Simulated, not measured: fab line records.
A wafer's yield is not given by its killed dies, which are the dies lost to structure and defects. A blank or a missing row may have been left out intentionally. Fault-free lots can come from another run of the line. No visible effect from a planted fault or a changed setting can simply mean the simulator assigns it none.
Matching of chambers | flow n5 finfet | N5_FIN_SAQP_SPACER2_ETCHBACK_29 on rie diel-05 has 4 sister chambers
The step etches SiO2 in CHF3/O2, target depth 12.2 nm, time 6.1 s. 14 wafers are shown with their chamber, then 7 later ones without.

## WAFERS PAIRED WITH THEIR CHAMBERS
wafer  | chamber | drypump motor current A (A) | showerhead plenum p Torr (Torr) | throttle valve pct (%)
L075.1 | 1       | 6.0                         | 2.39                            | 18.92
L075.2 | 0       | 5.1                         | 2.40                            | 18.81
L075.3 | 2       | 5.2                         | 2.32                            | 18.89
L077.4 | 0       | 5.1                         | 2.40                            | 18.80
L077.5 | 0       | 5.1                         | 2.40                            | 18.80
L077.6 | 3       | 5.7                         | 2.40                            | 19.24
L079.2 | 0       | 5.1                         | 2.39                            | 18.82
L079.4 | 2       | 5.2                         | 2.32                            | 18.90
L079.6 | 2       | 5.1                         | 2.32                            | 18.89
L080.1 | 2       | 5.1                         | 2.32                            | 18.92
L080.4 | 2       | 5.1                         | 2.32                            | 18.91
L080.5 | 1       | 6.0                         | 2.39                            | 18.91
L081.3 | 2       | 5.1                         | 2.32                            | 18.90
L081.5 | 2       | 5.2                         | 2.32                            | 18.91

SIGNATURES (averages over the wafers above)
reading                  | chamber 0 | chamber 1 | chamber 2 | chamber 3 | scatter within a chamber
drypump motor current A  | 5.100     | 6.000     | 5.143     | 5.700     | 0.0414
showerhead plenum p Torr | 2.3975    | 2.3900    | 2.3200    | 2.4000    | 0.00274
throttle valve pct       | 18.8075   | 18.9150   | 18.9029   | 19.2400   | 0.0103
Rule: distance of a wafer from a chamber = root of the sum over the readings of ((wafer's reading minus chamber's mean) / reading's scatter) squared. The wafer belongs to the nearest chamber; if the next one is less than 2 further off, it can't be placed. The scatter: the root of (the sum of the squares of (reading less its chamber's mean) over the shown wafers, divided by (wafers less chambers)).

## WAFERS WITHOUT THEIR CHAMBER
wafer  | drypump motor current A (A) | showerhead plenum p Torr (Torr) | throttle valve pct (%)
L081.6 | 5.7                         | 2.40                            | 19.29
L086.3 | 6.0                         | 2.38                            | 18.94
L086.4 | 5.7                         | 2.39                            | 19.29
L086.5 | 5.1                         | 2.31                            | 18.94
L096.1 | 6.0                         | 2.37                            | 18.97
L096.2 | 5.7                         | 2.39                            | 19.29
L096.3 | 5.1                         | 2.38                            | 18.85

## EACH ONE'S CHAMBER
wafer  | from the rows above | in truth
L081.6 | 3                   | 3
L086.3 | 1                   | 1
L086.4 | 3                   | 3
L086.5 | 2                   | 2
L096.1 | 1                   | 1
L096.2 | 3                   | 3
L096.3 | 0                   | 0
Placed correctly: 7 of 7. Number that these rows cannot place: 0. Number placed wrongly: 0.
